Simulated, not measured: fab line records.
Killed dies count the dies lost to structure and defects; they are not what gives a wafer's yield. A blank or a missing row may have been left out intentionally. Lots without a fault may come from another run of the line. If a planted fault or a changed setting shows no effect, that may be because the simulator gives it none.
What tool caused it?    flow n5Finfet    10 lots with 30 wafers sampled at 5 steps, on a route of 1938 steps

## WHAT THE GAUGES SHOWED, per wafer
N5_BEOL_M4_THK_MEAS_53: measures by xrf.
lot   measured      on            M4_THK (nm)
L933  day 8 17:55   filmMetro-01  38.5 41.6 40.7
L934  day 8 21:14   filmMetro-01  38.9 40.3 37.7
L935  day 9 07:04   filmMetro-01  39.4 40.7 40.9
L936  day 9 02:34   filmMetro-02  38.3 38.3 38.9
L938  day 10 07:00  filmMetro-01  37.4 39.6 40.0
L939  day 10 10:29  filmMetro-02  43.0 40.3 43.2
L943  day 11 16:50  filmMetro-02  37.2 39.2 37.8
L944  day 11 18:54  filmMetro-01  39.5 36.6 38.6
L945  day 11 17:17  filmMetro-02  41.5 39.9 43.0
L949  day 12 09:49  filmMetro-02  42.8 43.3 41.3

N5_BEOL_M4_RC_MEAS_101.
lot   measured      on         DIBL_N (mV/V)   DIBL_P (mV/V)   IOFF_N (nA/um)  IOFF_P (nA/um)  IOFF_P_85C (nA/um)  IOFF_P_LIN (nA/um)  ION_N (uA/um)  ION_P (uA/um)  REXT_N (ohm.um)  REXT_P (ohm.um)    SS_N (mV/dec)   SS_P (mV/dec)   VT_N (mV)    VT_N_LVT (mV)  VT_P (mV)             VT_P_LVT (mV)
L933  day 8 18:32   prober-01  36.6 36.1 38.4  33.7 33.6 36.9  0.13 0.13 0.17  0.17 0.18 0.22  3.1 3.1 3.8         0.088 0.088 0.103   661 668 687    458 455 471    75.3 75.6 75.5   99.3 98.4 99.0     71.9 70.7 72.0  72.1 72.0 73.1  251 251 245  100 100 96     -253.6 -250.0 -247.1  -100.3 -100.6 -97.6
L934  day 8 21:33   prober-02  36.7 34.8 35.7  36.7 35.0 36.1  0.18 0.14 0.16  0.21 0.19 0.20  3.7 3.4 3.6         0.098 0.091 0.097   680 679 670    458 463 464    75.4 76.1 76.6   101.1 101.0 102.3  71.9 71.4 71.3  73.9 73.4 73.5  246 251 249  94 99 95       -251.4 -252.9 -251.7  -98.3 -99.7 -99.0
L935  day 9 07:25   prober-01  40.0 40.9 35.9  39.5 41.1 34.9  0.23 0.25 0.14  0.28 0.32 0.19  4.6 5.1 3.3         0.120 0.130 0.090   695 679 657    472 457 451    76.0 76.6 77.9   100.3 100.4 102.5  72.2 72.4 71.0  74.4 74.7 73.1  246 245 251  92 92 100      -246.4 -248.5 -251.8  -96.0 -95.1 -102.4
L936  day 9 02:56   prober-01  32.9 36.0 31.2  33.3 36.4 31.0  0.11 0.15 0.10  0.17 0.21 0.14  3.0 3.7 2.6         0.086 0.099 0.076   671 682 672    465 468 465    76.0 76.8 75.4   100.9 101.1 101.2  70.6 70.7 69.7  72.2 73.5 72.0  253 249 257  101 97 103     -255.8 -247.8 -254.7  -100.3 -97.5 -102.6
L938  day 10 07:19  prober-01  36.5 38.1 37.2  35.9 39.1 37.3  0.14 0.18 0.16  0.19 0.24 0.21  3.4 4.0 3.7         0.093 0.109 0.100   661 683 671    453 469 459    74.1 74.9 75.2   98.9 99.4 100.4    72.5 72.6 72.4  72.6 73.7 73.2  251 249 249  100 96 98      -252.4 -247.1 -249.2  -100.1 -97.2 -97.9
L939  day 10 11:02  prober-01  36.7 34.2 36.2  35.7 33.3 34.4  0.15 0.12 0.14  0.18 0.16 0.17  3.2 2.9 3.0         0.086 0.078 0.080   670 660 665    459 451 450    75.9 75.4 75.6   100.4 98.5 101.0   70.9 70.6 70.7  73.6 72.8 73.2  249 252 250  98 98 99       -253.0 -255.4 -252.7  -101.4 -103.2 -102.2
L943  day 11 17:28  prober-01  38.3 39.4 38.6  36.8 37.8 37.5  0.19 0.24 0.21  0.25 0.27 0.27  4.3 4.5 4.4         0.114 0.119 0.119   684 693 680    464 465 462    75.2 73.6 75.6   102.1 102.6 101.7  71.7 72.8 72.3  74.4 74.5 74.3  245 243 247  96 94 95       -248.6 -247.5 -247.8  -97.0 -96.2 -94.8
L944  day 11 19:24  prober-01  36.3 37.4 37.3  36.2 36.3 38.8  0.16 0.19 0.20  0.20 0.21 0.25  3.6 3.7 4.3         0.093 0.096 0.109   663 652 669    448 446 463    74.6 74.8 74.9   99.0 98.8 97.8     71.8 73.3 72.6  73.1 73.4 73.4  250 250 247  102 102 99     -252.3 -249.7 -246.2  -102.0 -101.7 -98.5
L945  day 11 17:46  prober-02  38.6 36.4 38.8  38.0 35.2 38.0  0.19 0.14 0.18  0.24 0.18 0.23  3.9 3.1 3.8         0.108 0.090 0.105   666 649 664    449 452 457    76.3 76.1 75.4   100.0 100.5 98.9   72.4 72.4 72.6  73.0 72.6 73.2  248 254 253  99 103 100     -249.1 -252.1 -249.6  -99.4 -103.3 -100.8
L949  day 12 10:17  prober-02  29.3 35.1 36.7  28.8 33.6 35.6  0.07 0.13 0.15  0.10 0.19 0.23  2.0 3.4 3.9         0.058 0.097 0.107   612 671 679    423 464 470    93.9 74.7 75.0   126.0 101.1 102.7  69.5 70.4 71.5  71.7 72.4 73.3  264 252 249  109 99 98      -260.3 -250.6 -247.3  -109.6 -98.2 -96.2

## TOOL THAT RAN EACH LOT (tool first, then ch and the chambers of the sampled wafers, then the start)
lot   N5_SPACER0_ALD_08                N5_BEOL_M4_SPUTTER_92        N5_BEOL_M4_ANNEAL_95
L933  aldSin-01 ch 0,1, day 3 11:58    pvdSputter-03, day 8 16:41   pvdSputter-03, day 8 16:59
L934  aldSin-04 ch 1,2,3, day 3 17:11  pvdSputter-01, day 8 20:01   pvdSputter-01, day 8 20:19
L935  aldSin-04 ch 1,2, day 4 00:11    pvdSputter-02, day 9 05:38   pvdSputter-02, day 9 05:56
L936  aldSin-01 ch 1,3, day 4 07:35    pvdSputter-03, day 9 01:20   pvdSputter-03, day 9 01:38
L938  aldSin-03 ch 0,1, day 4 18:09    pvdSputter-01, day 10 05:32  pvdSputter-01, day 10 05:50
L939  aldSin-03 ch 0,1, day 5 03:47    pvdSputter-02, day 10 09:05  pvdSputter-02, day 10 09:23
L943  aldSin-01 ch 0,1, day 6 01:20    pvdSputter-02, day 11 15:27  pvdSputter-02, day 11 15:45
L944  aldSin-04 ch 0,1,2, day 6 07:29  pvdSputter-01, day 11 17:40  pvdSputter-01, day 11 17:58
L945  aldSin-01 ch 0,1,2, day 6 12:46  pvdSputter-03, day 11 15:27  pvdSputter-03, day 11 15:45
L949  aldSin-01 ch 0,3, day 7 12:43    pvdSputter-03, day 12 08:35  pvdSputter-03, day 12 08:53
- N5_SPACER0_ALD_08: deposits SiNx, target thk 2 nm.
- N5_BEOL_M4_SPUTTER_92: material Cu, target thk 4.5 nm, time 8.29 s.
- N5_BEOL_M4_ANNEAL_95: time 240 s.

## AS READ BY THE TOOLS THEMSELVES (means over the sampled wafers that have a number; for cases with no such wafer, the mark the record gives instead)
N5_SPACER0_ALD_08.
lot   tool       heaterPowerW (W)
L933  aldSin-01  795
L934  aldSin-04  794
L935  aldSin-04  842
L936  aldSin-01  865
L938  aldSin-03  838
L939  aldSin-03  845
L943  aldSin-01  767
L944  aldSin-04  827
L945  aldSin-01  779
L949  aldSin-01  777

N5_BEOL_M4_SPUTTER_92.
lot   tool           throttleValvePct (%)
L933  pvdSputter-03  30.5
L934  pvdSputter-01  30.1
L935  pvdSputter-02  29.1
L936  pvdSputter-03  30.8
L938  pvdSputter-01  29.3
L939  pvdSputter-02  29.7
L943  pvdSputter-02  29.4
L944  pvdSputter-01  29.0
L945  pvdSputter-03  30.7
L949  pvdSputter-03  30.8

N5_BEOL_M4_ANNEAL_95.
lot   tool           heaterPowerW (W)
L933  pvdSputter-03  766
L934  pvdSputter-01  801
L935  pvdSputter-02  832
L936  pvdSputter-03  831
L938  pvdSputter-01  810
L939  pvdSputter-02  865
L943  pvdSputter-02  844
L944  pvdSputter-01  822
L945  pvdSputter-03  846
L949  pvdSputter-03  823

## THE ANSWER, worked out from the rows above alone
Rule: what is usual is taken from the lots themselves. Put in order of their means at a reading, lots are off if they are a third of the lots or fewer, leave a main group of 4 or more, and stand apart from it by a gap of 3 or more times the standard deviation of the main group's means; of several such gaps the widest counts. Not used: any main group whose means are identical at the precision the tables above print for the reading. Also off: a lot with no number at a reading for which 4 or more lots have one. All remaining lots with rows at the step are treated as sound. The gauges are gone through in route order, then the tools' own readings, and for those a lot's mean is taken as printed above. At the first step where some lot is off, the reading lying furthest off is the one used; lots without a number count as furthest.
Off: L949, seen at N5_BEOL_M4_RC_MEAS_101 (REXT_P). The main group: mean 100.3 ohm.um, standard deviation 1.1.
A tool fits if, at a process step before that reading, it ran every lot that is off, and no sound lot after the first of them. Gauges at N5_BEOL_M4_RC_MEAS_101: tried the same way as those tools. Can't be told from this: 3 tools fit, aldSin-01 at N5_SPACER0_ALD_08, pvdSputter-03 at N5_BEOL_M4_SPUTTER_92 and N5_BEOL_M4_ANNEAL_95, prober-02 at N5_BEOL_M4_RC_MEAS_101.

## WHAT THE SIMULATOR HAD PUT IN
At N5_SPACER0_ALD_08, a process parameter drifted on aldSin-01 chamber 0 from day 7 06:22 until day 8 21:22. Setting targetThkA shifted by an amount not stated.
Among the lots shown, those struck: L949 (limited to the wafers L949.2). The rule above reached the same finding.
